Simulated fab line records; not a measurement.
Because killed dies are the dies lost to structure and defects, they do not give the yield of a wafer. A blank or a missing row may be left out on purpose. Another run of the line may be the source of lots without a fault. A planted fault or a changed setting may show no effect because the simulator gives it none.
fab line records | flow n5_finfet
record: lots: 7 wafers: 21
route steps=1938 shown DUMMY_GATE@243 SD_EPI_N@268 SD_EPI_P@312 MOL_CONTACT_COAG@586 BEOL_M0_SAQP@632 BEOL_M0@721
start_h: hours from the record's opening day to when the first of the lot's shown wafers began | wait_h: hours elapsed since this lot's preceding step | " same as the row above | L1.1+2: a row that stands for several wafers | - either no value or no given start | * or withheld: withheld | < > ~ a bound
route shown NAME@n: names a module that has steps shown in the file, with the first one's number in the route | usual: mean/standard deviation taken from wafers without a fault | same: alike in all rows | chamber/n: place in a boat | sites: readings site by site | _std_site: the values' standard deviation | _edge_site: the outer-site mean with the inner-site mean subtracted | radius_mm: how far each site lies from the wafer's centre | mask NAME#n: copy n | behind: the tool/chamber that last shaped the wafer | hold: reason for holding the lot/hours on hold/outcome of the hold | device: transistor that didn't switch, given as n, p or np | end of line: the tests these same wafers got at the end of their route | step lacking rows: just its recipe | killed: the dies lost at the first sort to structure and to defects; this is not the yield of the wafer | map: a wafer's dies, x killed, . not, _ none there
set.NAME: setting as actually run; set.NAME@STEP: the setting as run at that earlier step | model.NAME: the simulator's own value behind a step, which no gauge read
one table per step and one row per wafer, for lots whose settings were changed on purpose
== steps ==
step: N5_DUMMY_GATE_ETCH_31
recipe: chemistry: C4F6/O2 target: SiO2 mask_material: SOC target_depth_a: 825 time_s: 27.5 ion_energy_ev: 250 pressure_mtorr: 30 source_w: 345 bias_w: 185 Ar_flow_sccm: 300 C4F6_flow_sccm: 10 O2_flow_sccm: 10
columns lot.wafer tool chamber start_h wait_h set.target_depth_a model.etch.depth_nm
L074.2 rie_diel-03 2 47.66 0.1 825 82.59
L074.3 " 1 " " 825 84.55
L074.5 " 1 " " 825 84.62
L081.3 rie_diel-06 0 89.14 0.0 825 81.79
L081.4 " 2 " " 825 81.98
L081.5 " 2 " " 825 81.99
L084.1 rie_diel-01 3 105.98 0.0 860.4 85.31
L084.4 " 1 " " 860.4 86.03
L084.6 " 0 " " 825 82.69
L088.2 rie_diel-06 3 130.22 0.0 791.1 78.92
L088.5 " 1 " " 791.1 78.29
L088.6 " 2 " " 825 82.6
L089.2 rie_diel-03 3 144.71 0.1 872.2 87.34
L089.5 " 2 " " 872.2 86.03
L089.6 " 1 " " 825 83.12
L092.1 rie_diel-03 1 162.69 0.0 856.6 87.11
L092.3 " 2 " " 825 82.37
L092.4 " 3 " " 856.6 87.37
L093.1 rie_diel-01 3 175.65 0.0 875.5 89.55
L093.5 " 3 " " 875.5 88.4
L093.6 " 2 " " 875.5 88.84
step: N5_SD_EPI_N_PEB_07
recipe: peb_temp_c: 110 peb_time_s: 60 resist: CAR-ArF-block
columns lot.wafer tool chamber start_h wait_h set.peb_time_s
L074.2+3+5 litho_track-04 0 49.40 0.0 60
L081.3 litho_track-04 0 90.88 0.0 55.24
L081.4+5 " 0 " " 60
L084.1+4+6 litho_track-04 0 108.23 0.1 55.02
L088.2+6 litho_track-04 0 131.89 0.0 51.31
L088.5 " 0 " " 60
L089.2+6 litho_track-04 0 146.26 0.1 60
L089.5 " 0 " " 48.08
L092.1 litho_track-01 0 164.36 0.1 60
L092.3+4 " 0 " " 70.54
L093.1+6 litho_track-04 0 177.32 0.1 60
L093.5 " 0 " " 50.3
step: N5_SD_EPI_N_DEVELOP_08
recipe: develop_time_s: 30 developer: TMAH resist: CAR-ArF-block dev_temp_c: 23 rinse_liquid: diw dry: air_spin
step: N5_SD_EPI_N_CD_MEAS_09
recipe: target_cd_nm: 120 landing_energy_ev: 500 detector: se_inlens
usual: cd_nm: 120.0/0.56
columns lot.wafer tool chamber start_h wait_h set.peb_time_s@SD_EPI_N_PEB_07 cd_nm
L074.2 cd_sem-01 0 49.47 - 60 120.1
L074.3 " 0 " " 60 120.1
L074.5 " 0 " " 60 119.8
L081.3 cd_sem-02 0 90.95 - 55.24 117.3
L081.4 " 0 " " 60 119.4
L081.5 " 0 " " 60 120.0
L084.1 cd_sem-03 0 108.30 - 55.02 116.6
L084.4 " 0 " " 55.02 116.9
L084.6 " 0 " " 55.02 116.6
L088.2 cd_sem-02 0 131.96 - 51.31 114.8
L088.5 " 0 " " 60 120.4
L088.6 " 0 " " 51.31 114.2
L089.2 cd_sem-03 0 146.33 - 60 119.9
L089.5 " 0 " " 48.08 111.0
L089.6 " 0 " " 60 119.4
L092.1 cd_sem-01 0 164.43 - 60 119.8
L092.3 " 0 " " 70.54 126.0
L092.4 " 0 " " 70.54 126.0
L093.1 cd_sem-02 0 177.39 - 60 119.2
L093.5 " 0 " " 50.3 113.3
L093.6 " 0 " " 60 120.2
step: N5_SD_EPI_N_DESCUM_14
recipe: chemistry: O2 time_s: 7.9 source_power_w: 50 bias_power_w: 20 pressure_mtorr: 20 rf_frequency_hz: 2.712e+07 temp_c: 40 resist: CAR-ArF-block o2_flow_sccm: 225
columns lot.wafer tool chamber start_h wait_h set.peb_time_s@SD_EPI_N_PEB_07 model.SD_EPI_N.cd_nm
L074.2+3 rie_diel-05 0,2 49.56 0.0 60 120.4
L074.5 " 3 " " 60 119.8
L081.3 rie_diel-04 3 91.03 0.0 55.24 117
L081.4 " 1 " " 60 119.6
L081.5 " 2 " " 60 119.8
L084.1 rie_diel-02 2 108.39 0.0 55.02 116.6
L084.4 " 0 " " 55.02 116.8
L084.6 " 2 " " 55.02 116.4
L088.2 rie_diel-05 3 143.41 0.6 51.31 114.4
L088.5 " 2 " " 60 120.6
L088.6 " 3 " " 51.31 114
L089.2 rie_diel-02 3 148.10 1.7 60 120.2
L089.5 " 1 " " 48.08 111.2
L089.6 " 2 " " 60 119.4
L092.1 rie_diel-05 3 164.82 0.3 60 119.8
L092.3 " 0 " " 70.54 125.8
L092.4 " 1 " " 70.54 126
L093.1 rie_diel-05 3 177.54 0.1 60 119.2
L093.5 " 1 " " 50.3 113.4
L093.6 " 2 " " 60 120
step: N5_SD_EPI_N_ETCH_16
recipe: chemistry: CHF3/O2 target: SiO2 target_depth_a: 50 mask_material: SOC pressure_mtorr: 30 source_w: 650 bias_w: 170 Ar_flow_sccm: 200 CHF3_flow_sccm: 50 O2_flow_sccm: 5 ion_energy_ev: 200
columns lot.wafer tool chamber start_h wait_h set.target_depth_a set.peb_time_s@SD_EPI_N_PEB_07 model.SD_EPI_N.cd_nm model.etch.depth_nm
L074.2 rie_diel-05 0 50.17 0.1 50 60 120.6 5.043
L074.3 " 2 " " 50 60 120.4 4.98
L074.5 " 3 " " 50 60 120.4 5.019
L081.3 rie_diel-04 3 91.65 0.1 44.14 55.24 116.6 4.337
L081.4 " 1 " " 50 60 120 4.993
L081.5 " 2 " " 44.14 60 120 4.446
L084.1 rie_diel-02 2 109.00 0.1 50 55.02 116.8 5.087
L084.4 " 0 " " 50 55.02 118 5.043
L084.6 " 2 " " 50 55.02 116.4 5.066
L088.2 rie_diel-05 3 144.03 0.1 54.72 51.31 114.2 5.37
L088.5 " 2 " " 50 60 120 4.965
L088.6 " 3 " " 50 51.31 113.2 4.933
L089.2 rie_diel-02 3 148.72 0.1 50 60 120.2 4.97
L089.5 " 1 " " 50 48.08 110.4 5.033
L089.6 " 2 " " 50 60 119.2 5.073
L092.1 rie_diel-05 3 165.43 0.1 54.46 60 119.6 5.457
L092.3 " 0 " " 54.46 70.54 126 5.477
L092.4 " 1 " " 50 70.54 126 5.068
L093.1 rie_diel-05 3 178.16 0.1 50 60 120.4 4.992
L093.5 " 1 " " 50 50.3 114.8 5.051
L093.6 " 2 " " 50 60 120.4 4.967
step: N5_SD_EPI_P_ETCH_16
recipe: chemistry: CHF3/O2 target: SiO2 target_depth_a: 50 mask_material: SOC pressure_mtorr: 30 source_w: 650 bias_w: 170 Ar_flow_sccm: 200 CHF3_flow_sccm: 50 O2_flow_sccm: 5 ion_energy_ev: 200
columns lot.wafer tool chamber start_h wait_h set.target_depth_a model.etch.depth_nm
L074.2 rie_diel-03 0 55.35 0.1 50 5.028
L074.3 " 3 " " 50 5.11
L074.5 " 1 " " 50 5.073
L081.3 rie_diel-01 3 96.41 0.1 50 5.037
L081.4 " 1 " " 50 5.043
L081.5 " 0 " " 50 5.041
L084.1 rie_diel-03 1 114.17 0.1 55.31 5.585
L084.4 " 2 " " 50 4.98
L084.6 " 0 " " 55.31 5.488
L088.2 rie_diel-06 2 150.21 0.1 54.6 5.419
L088.5 " 2 " " 54.6 5.365
L088.6 " 1 " " 50 4.893
L089.2 rie_diel-06 1 156.23 0.1 50 4.926
L089.5 " 1 " " 50 4.896
L089.6 " 0 " " 50 4.961
L092.1 rie_diel-01 1 170.60 0.1 50 4.962
L092.3 " 0 " " 50 4.966
L092.4 " 1 " " 50 4.941
L093.1 rie_diel-01 3 183.50 0.1 50 5.057
L093.5 " 2 " " 50 5.116
L093.6 " 1 " " 55.85 5.511
step: N5_SD_EPI_P_EPI_21
recipe: material: SiGe:B dopant: B temp_c: 550 pressure_torr: 20 ambient: H2 time_s: 355
columns lot.wafer tool chamber start_h wait_h set.temp_c model.SiGe-B_of_SD_EPI_P_EPI_21.thk_nm
L074.2 epi_rpcvd-04 0 56.44 0.5 550 60.4
L074.3 " 0 " " 550 60.6
L074.5 " 0 " " 550 61.2
L081.3 epi_rpcvd-04 0 97.87 0.8 550 59.8
L081.4 " 0 " " 550 60.6
L081.5 " 0 " " 550 60.4
L084.1+6 epi_rpcvd-04 0 114.92 0.1 550 60.2
L084.4 " 0 116.00 1.1 550 61
L088.2 epi_rpcvd-02 0 151.30 0.5 550 61.4
L088.5 " 0 152.38 1.5 552.2 64.6
L088.6 " 0 " " 550 61.2
L089.2 epi_rpcvd-04 0 157.32 0.5 550 60.2
L089.5+6 " 0 158.40 1.5 553.2 65.2
L092.1 epi_rpcvd-02 0 171.46 0.2 551.7 64.4
L092.3 " 0 " " 550 61
L092.4 " 0 " " 551.7 63.4
L093.1 epi_rpcvd-04 0 184.23 0.1 548.7 60
L093.5 " 0 185.67 1.5 550 62
L093.6 " 0 " " 550 61.8
step: N5_SD_EPI_P_HM_STRIP_48
recipe: chemistry: H3PO4 temp_c: 160 material: SiNx target: SiNx target_depth_a: 30 overetch_fraction: 0.3
columns lot.wafer tool chamber start_h wait_h set.temp_c@SD_EPI_P_EPI_21 model.SiGe-B_of_SD_EPI_P_EPI_21.thk_nm
L074.2 wet_bench-06 7 58.32 0.0 550 60
L074.3 " 1 " " 550 60.4
L074.5 " 0 " " 550 61
L081.3 wet_bench-05 7 99.38 0.0 550 59.6
L081.4 " 2 " " 550 60.4
L081.5 " 6 " " 550 60.2
L084.1+6 wet_bench-05 7,3 117.15 0.0 550 59.8
L084.4 " 2 " " 550 60.8
L088.2 wet_bench-05 5 153.18 0.0 550 61.2
L088.5 " 7 " " 552.2 64.2
L088.6 " 0 " " 550 61
L089.2 wet_bench-03 0 159.19 0.0 550 60
L089.5 " 5 " " 553.2 64.8
L089.6 " 2 " " 553.2 65
L092.1 wet_bench-03 5 174.41 0.0 551.7 64.2
L092.3 " 1 " " 550 60.8
L092.4 " 4 " " 551.7 63.2
L093.1 wet_bench-03 6 186.46 0.0 548.7 59.8
L093.5 " 3 " " 550 61.6
L093.6 " 2 " " 550 61.4
step: N5_MOL_CONTACT_COAG_VIA_ETCH_46
recipe: chemistry: C4F6/O2 target_depth_a: 460 overetch_a: 92 mask_material: SOC target: SiO2 bias_w: 455 pressure_mtorr: 10 time_s: 40 source_w: 325 Ar_flow_sccm: 300 C4F6_flow_sccm: 10 O2_flow_sccm: 10 ion_energy_ev: 575.3 ends: end_point
usual: rf_vpp_V: 1592/13
columns lot.wafer tool chamber start_h wait_h set.bias_w rf_vpp_V
L074.2 rie_diel-04 1 100.78 0.0 455 1605
L074.3 " 0 " " 455 1588
L074.5 " 2 " " 455 1592
L081.3 rie_diel-05 0 151.89 0.0 455 1581
L081.4 " 2 " " 384.8 1398
L081.5 " 3 " " 455 1590
L084.1 rie_diel-04 1 175.49 0.0 428.3 1533
L084.4 " 2 " " 428.3 1520
L084.6 " 1 " " 428.3 1533
L088.2 rie_diel-02 1 192.78 0.0 455 1607
L088.5 " 0 " " 428.9 1534
L088.6 " 1 " " 428.9 1537
L089.2 rie_diel-02 2 202.59 0.0 485 1684
L089.5 " 2 " " 485 1682
L089.6 " 3 " " 485 1685
L092.1 rie_diel-02 0 216.39 0.0 488.8 1688
L092.3 " 1 " " 488.8 1696
L092.4 " 2 " " 455 1605
L093.1 rie_diel-04 2 226.64 0.0 475.6 1644
L093.5 " 1 " " 475.6 1657
L093.6 " 2 " " 455 1590
step: N5_MOL_CONTACT_COAG_COAT_64
recipe: resist: underlayer temp_c: 205 time_s: 60 spin_rpm: 1500 resist_thk_nm: 10
columns lot.wafer tool chamber start_h wait_h set.spin_rpm model.underlayer_of_MOL_CONTACT_COAG_COAT_64.thk_nm
L074.2+3+5 litho_track-01 0 - - 1500 10
L081.3+5 litho_track-01 0 - - 1552 9.8
L081.4 " 0 " " 1500 10
L084.1+6 litho_track-01 0 - - 1566 9.8
L084.4 " 0 " " 1500 10
L088.2+6 litho_track-01 0 - - 1500 10
L088.5 " 0 " " 1448 10.2
L089.2+6 litho_track-04 0 - - 1638 9.6
L089.5 " 0 " " 1500 10
L092.1 litho_track-01 0 - - 1500 10
L092.3+4 " 0 " " 1575 9.8
L093.1+5 litho_track-01 0 - - 1393 10.4
L093.6 " 0 " " 1500 10
step: N5_MOL_CONTACT_COAG_COAT_34
recipe: resist: CAR-EUV spin_rpm: 1500 resist_thk_nm: 40
step: N5_MOL_CONTACT_COAG_EBR_36
recipe: solvent: PGMEA ebr_width_mm: 1.5
step: N5_MOL_CONTACT_COAG_DESCUM_45
recipe: chemistry: O2 time_s: 7 source_power_w: 50 bias_power_w: 20 pressure_mtorr: 20 rf_frequency_hz: 2.712e+07 temp_c: 40 resist: CAR-EUV o2_flow_sccm: 225
step: N5_MOL_CONTACT_COAG_ETCH_65
recipe: chemistry: N2/H2 target: underlayer target_depth_a: 130 mask_material: CAR-EUV time_s: 10.4 ion_energy_ev: 200 pressure_mtorr: 30 source_w: 840 bias_w: 150 n2_flow_sccm: 200 h2_flow_sccm: 200 ends: cleared
usual: etch_rf_on_time_s: 10.39/0.11
columns lot.wafer tool chamber start_h wait_h set.spin_rpm@MOL_CONTACT_COAG_COAT_64 etch_rf_on_time_s model.CAR-EUV_of_MOL_CONTACT_COAG_COAT_34.thk_nm model.etch.depth_nm
L074.2 rie_diel-02 3 101.59 0.0 1500 10.45 25 9.986
L074.3 " 0 " " 1500 10.39 25 9.99
L074.5 " 1 " " 1500 10.29 24.8 10.01
L081.3 rie_diel-05 1 152.86 0.0 1552 10.20 24.8 9.852
L081.4 " 2 " " 1500 10.36 24.8 10.01
L081.5 " 2 " " 1552 10.26 24.8 9.832
L084.1 rie_diel-02 0 176.31 0.0 1566 10.16 24.8 9.824
L084.4 " 2 " " 1500 10.43 24.6 10.06
L084.6 " 0 " " 1566 10.23 24.8 9.833
L088.2 rie_diel-04 2 193.60 0.0 1500 10.37 24.6 10.02
L088.5 " 3 " " 1448 10.87 24.2 10.21
L088.6 " 0 " " 1500 10.53 24.4 10.01
L089.2 rie_diel-05 3 203.98 0.0 1638 9.91 25.2 9.606
L089.5 " 3 " " 1500 10.34 24.8 10.06
L089.6 " 2 " " 1638 9.88 25.2 9.644
L092.1 rie_diel-04 0 217.53 0.0 1500 10.40 24.6 10.02
L092.3 " 1 " " 1575 10.10 25 9.762
L092.4 " 2 " " 1575 10.07 24.8 9.783
L093.1 rie_diel-05 3 228.27 0.0 1393 10.89 24 10.37
L093.5 " 3 " " 1393 10.84 24 10.39
L093.6 " 0 " " 1500 10.38 24.4 10
step: N5_MOL_CONTACT_COAG_ETCH_66
recipe: chemistry: CF4 target: SiARC target_depth_a: 130 mask_material: CAR-EUV time_s: 21.7 ion_energy_ev: 80 pressure_mtorr: 40 source_w: 545 bias_w: 36 Ar_flow_sccm: 100 cf4_flow_sccm: 100 ends: cleared
columns lot.wafer tool chamber start_h wait_h set.spin_rpm@MOL_CONTACT_COAG_COAT_64 model.CAR-EUV_of_MOL_CONTACT_COAG_COAT_34.thk_nm
L074.2+5 rie_diel-02 3,1 101.61 0.0 1500 17.2
L074.3 " 0 " " 1500 17.4
L081.3+5 rie_diel-05 1,2 152.88 0.0 1552 17.2
L081.4 " 2 " " 1500 17
L084.1+6 rie_diel-02 0 176.33 0.0 1566 17.2
L084.4 " 2 " " 1500 16.8
L088.2+6 rie_diel-04 2,0 193.62 0.0 1500 16.8
L088.5 " 3 " " 1448 16.6
L089.2 rie_diel-05 3 204.00 0.0 1638 17.6
L089.5 " 3 " " 1500 17
L089.6 " 2 " " 1638 17.4
L092.1 rie_diel-04 0 217.55 0.0 1500 16.8
L092.3+4 " 1,2 " " 1575 17.2
L093.1+5 rie_diel-05 3 228.29 0.0 1393 16.4
L093.6 " 0 " " 1500 16.8
step: N5_MOL_CONTACT_COAG_ALD_133
recipe: material: SiO2 target_thk_a: 50 temp_c: 100 ald_precursor_family: BDEAS ald_co_reactant: O2-plasma pulse_time_s: 1 co_reactant_pulse_time_s: 1 purge_time_s: 2 co_reactant_purge_time_s: 2 ald_cycles: 35 pressure_torr: 2
step: N5_MOL_CONTACT_COAG_ETCHBACK_134
recipe: chemistry: CHF3 target: SiO2 target_depth_a: 100 time_s: 6.7 ion_energy_ev: 200 pressure_mtorr: 30 source_w: 610 bias_w: 170 Ar_flow_sccm: 200 CHF3_flow_sccm: 50
columns lot.wafer tool chamber start_h wait_h set.spin_rpm@MOL_CONTACT_COAG_COAT_64 model.CAR-EUV_of_MOL_CONTACT_COAG_COAT_34.thk_nm
L074.2+5 rie_diel-02 2 101.87 0.1 1500 15.8
L074.3 " 3 " " 1500 16
L081.3+5 rie_diel-05 2,0 153.14 0.1 1552 15.8
L081.4 " 1 " " 1500 15.6
L084.1+6 rie_diel-05 2,3 176.70 0.2 1566 15.8
L084.4 " 3 " " 1500 15.4
L088.2+6 rie_diel-02 2,0 193.88 0.1 1500 15.4
L088.5 " 1 " " 1448 15
L089.2 rie_diel-04 1 204.43 0.3 1638 16.2
L089.5 " 1 " " 1500 15.6
L089.6 " 2 " " 1638 16
L092.1 rie_diel-02 0 217.82 0.1 1500 15.4
L092.3 " 2 " " 1575 15.8
L092.4 " 0 " " 1575 15.6
L093.1+5 rie_diel-04 1 228.79 0.1 1393 15
L093.6 " 2 " " 1500 15.4
step: N5_BEOL_M0_SAQP_PECVD_00
recipe: material: SiCN target_thk_a: 80 temp_c: withheld precursor: 3MS/NH3 pressure_torr: 3 rf_w: 202 time_s: 14
columns lot.wafer tool chamber start_h wait_h set.time_s model.SiCN_of_BEOL_M0_SAQP_PECVD_00.thk_nm
L074.2 pecvd-01 2 107.89 0.2 14 8
L074.3 " 1 " " 14 7.8
L074.5 " 2 " " 14 8.2
L081.3+4 pecvd-04 1 157.79 0.1 14 8
L081.5 " 2 " " 14 7.8
L084.1+4 pecvd-03 0,1 181.68 0.2 14 8
L084.6 " 2 " " 13.25 7.8
L088.2 pecvd-01 2 199.75 0.2 14 8
L088.5+6 " 1,2 " " 12.3 7
L089.2 pecvd-03 1 209.08 0.2 14 7.8
L089.5+6 " 0,1 " " 14 8
L092.1+3 pecvd-03 1,0 222.47 0.2 11.94 6.8
L092.4 " 1 " " 14 8.2
L093.1 pecvd-01 0 233.60 0.2 14 7.8
L093.5 " 0 " " 14.86 8.6
L093.6 " 1 " " 14 8.2
step: N5_BEOL_M0_SAQP_PECVD_97
recipe: material: SiNx target_thk_a: 230 temp_c: 350 precursor: SiH4/NH3/N2 pressure_torr: 1.5 rf_w: 300 time_s: 19.9
columns lot.wafer tool chamber start_h wait_h set.time_s model.SiNx_of_BEOL_M0_SAQP_PECVD_97.thk_nm
L074.2+3+5 pecvd-01 1,0,0 109.67 0.0 19.9 23
L081.3 pecvd-03 0 159.44 0.0 19.9 23
L081.4 " 2 " " 17.01 20
L081.5 " 0 " " 19.9 23.6
L084.1 pecvd-04 0 182.38 0.0 19.9 22.8
L084.4 " 1 " " 21.06 24
L084.6 " 0 " " 21.06 24.4
L088.2 pecvd-04 2 200.94 0.0 19.9 22.4
L088.5 " 0 " " 17.08 19.6
L088.6 " 1 " " 17.08 20
L089.2 pecvd-03 0 210.29 0.0 22.16 25
L089.5 " 0 " " 22.16 25.2
L089.6 " 1 " " 19.9 23
L092.1 pecvd-04 2 223.09 0.0 18.03 20.4
L092.3 " 1 " " 19.9 22.8
L092.4 " 2 " " 19.9 23
L093.1 pecvd-03 1 234.01 0.0 19.9 22.4
L093.5 " 1 " " 17.73 20.6
L093.6 " 2 " " 17.73 20.4
step: N5_BEOL_M0_TRENCH_ETCH_107
recipe: chemistry: C4F6/O2 target_depth_a: 328 target: SiOC time_s: 16.4 ion_energy_ev: 250 pressure_mtorr: 30 source_w: 355 bias_w: 185 Ar_flow_sccm: 300 C4F6_flow_sccm: 10 O2_flow_sccm: 10
columns lot.wafer tool chamber start_h wait_h set.target_depth_a model.BEOL_M0.feature_depth_nm
L074.2 rie_diel-04 2 121.06 0.0 328 32.4
L074.3 " 1 " " 328 32.2
L074.5 " 1 " " 328 32
L081.3+4 rie_diel-04 1,0 168.97 0.0 328 32.8
L081.5 " 2 " " 347.5 35.2
L084.1 rie_diel-04 1 193.00 0.0 328 32.4
L084.4 " 0 " " 364.7 36.8
L084.6 " 1 " " 364.7 36
L088.2+6 rie_diel-02 0,2 212.62 0.0 338.3 33.8
L088.5 " 1 " " 328 32.6
L089.2 rie_diel-05 2 219.64 0.0 328 32.4
L089.5 " 3 " " 328 32.6
L089.6 " 0 " " 358.9 35.8
L092.1+3 rie_diel-04 0,1 235.04 0.0 328 32.6
L092.4 " 1 " " 328 32.8
L093.1 rie_diel-05 3 242.81 0.0 301.9 30
L093.5 " 1 " " 328 33.2
L093.6 " 2 " " 301.9 30.4
step: N5_BEOL_M0_STRIP_142
recipe: chemistry: N2/H2 time_s: 10 power_w: 450 temp_c: 40 pressure_mtorr: 20 rf_frequency_hz: 6e+07 bias_power_w: 7 n2_flow_sccm: 200 h2_flow_sccm: 200
step: N5_BEOL_M0_OCD_MEAS_108
usual: trench_depth_nm: 32.7/0.48
columns lot.wafer tool chamber start_h wait_h set.target_depth_a@BEOL_M0_TRENCH_ETCH_107 trench_depth_nm
L074.2 ocd-01 - 121.17 0.1 328 32.6
L074.3 " - " " 328 32.8
L074.5 " - " " 328 32.3
L081.3 ocd-02 - 169.08 0.1 328 32.3
L081.4 " - " " 328 32.7
L081.5 " - " " 347.5 35.3
L084.1 ocd-02 - 193.10 0.1 328 32.3
L084.4 " - " " 364.7 37.0
L084.6 " - " " 364.7 36.4
L088.2 ocd-01 - 212.72 0.1 338.3 34.0
L088.5 " - " " 328 32.6
L088.6 " - " " 338.3 34.5
L089.2 ocd-02 - 219.74 0.1 328 31.9
L089.5 " - " " 328 33.2
L089.6 " - " " 358.9 36.1
L092.1 ocd-01 - 235.14 0.1 328 32.2
L092.3 " - " " 328 32.9
L092.4 " - " " 328 32.9
L093.1 ocd-02 - 242.91 0.1 301.9 30.0
L093.5 " - " " 328 33.2
L093.6 " - " " 301.9 30.1
== key ==
split: step: N5_DUMMY_GATE_ETCH_31 setting: target_depth_a stated: 825 by: wafer
response: step: N5_DUMMY_GATE_ETCH_31 reading: model.etch.depth_nm change: +0.825 per: 1% r: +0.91
split: step: N5_SD_EPI_N_PEB_07 setting: peb_time_s stated: 60 by: wafer
response: step: N5_SD_EPI_N_CD_MEAS_09 reading: cd_nm change: +0.395 per: 1% r: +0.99
response: step: N5_SD_EPI_N_DESCUM_14 reading: model.SD_EPI_N.cd_nm change: +0.398 per: 1% r: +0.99
response: step: N5_SD_EPI_N_ETCH_16 reading: model.SD_EPI_N.cd_nm change: +0.409 per: 1% r: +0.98
split: step: N5_SD_EPI_N_ETCH_16 setting: target_depth_a stated: 50 by: wafer
response: step: N5_SD_EPI_N_ETCH_16 reading: model.etch.depth_nm change: +0.0477 per: 1% r: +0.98
split: step: N5_SD_EPI_P_ETCH_16 setting: target_depth_a stated: 50 by: wafer
response: step: N5_SD_EPI_P_ETCH_16 reading: model.etch.depth_nm change: +0.0463 per: 1% r: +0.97
split: step: N5_SD_EPI_P_EPI_21 setting: temp_c stated: 550 by: wafer
response: step: N5_SD_EPI_P_EPI_21 reading: model.SiGe-B_of_SD_EPI_P_EPI_21.thk_nm change: +8.58 per: 1% r: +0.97
response: step: N5_SD_EPI_P_HM_STRIP_48 reading: model.SiGe-B_of_SD_EPI_P_EPI_21.thk_nm change: +8.29 per: 1% r: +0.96
split: step: N5_MOL_CONTACT_COAG_VIA_ETCH_46 setting: bias_w stated: 455 by: wafer
response: step: N5_MOL_CONTACT_COAG_VIA_ETCH_46 reading: rf_vpp_V change: +12.2 per: 1% r: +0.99
split: step: N5_MOL_CONTACT_COAG_COAT_64 setting: spin_rpm stated: 1500 by: wafer
response: step: N5_MOL_CONTACT_COAG_COAT_64 reading: model.underlayer_of_MOL_CONTACT_COAG_COAT_64.thk_nm change: -0.0481 per: 1% r: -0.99
response: step: N5_MOL_CONTACT_COAG_ETCH_65 reading: etch_rf_on_time_s change: * per: 1% r: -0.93
response: step: N5_MOL_CONTACT_COAG_ETCH_65 reading: model.CAR-EUV_of_MOL_CONTACT_COAG_COAT_34.thk_nm change: +0.0488 per: 1% r: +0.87
response: step: N5_MOL_CONTACT_COAG_ETCH_65 reading: model.etch.depth_nm change: -0.0505 per: 1% r: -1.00
response: step: N5_MOL_CONTACT_COAG_ETCH_66 reading: model.CAR-EUV_of_MOL_CONTACT_COAG_COAT_34.thk_nm change: +0.0618 per: 1% r: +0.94
response: step: N5_MOL_CONTACT_COAG_ETCHBACK_134 reading: model.CAR-EUV_of_MOL_CONTACT_COAG_COAT_34.thk_nm change: +0.0627 per: 1% r: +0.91
split: step: N5_BEOL_M0_SAQP_PECVD_00 setting: time_s stated: 14 by: wafer
response: step: N5_BEOL_M0_SAQP_PECVD_00 reading: model.SiCN_of_BEOL_M0_SAQP_PECVD_00.thk_nm change: +0.0871 per: 1% r: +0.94
split: step: N5_BEOL_M0_SAQP_PECVD_97 setting: time_s stated: 19.9 by: wafer
response: step: N5_BEOL_M0_SAQP_PECVD_97 reading: model.SiNx_of_BEOL_M0_SAQP_PECVD_97.thk_nm change: +0.206 per: 1% r: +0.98
split: step: N5_BEOL_M0_TRENCH_ETCH_107 setting: target_depth_a stated: 328 by: wafer
response: step: N5_BEOL_M0_TRENCH_ETCH_107 reading: model.BEOL_M0.feature_depth_nm change: +0.365 per: 1% r: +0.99
response: step: N5_BEOL_M0_OCD_MEAS_108 reading: trench_depth_nm change: +0.401 per: 1% r: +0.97
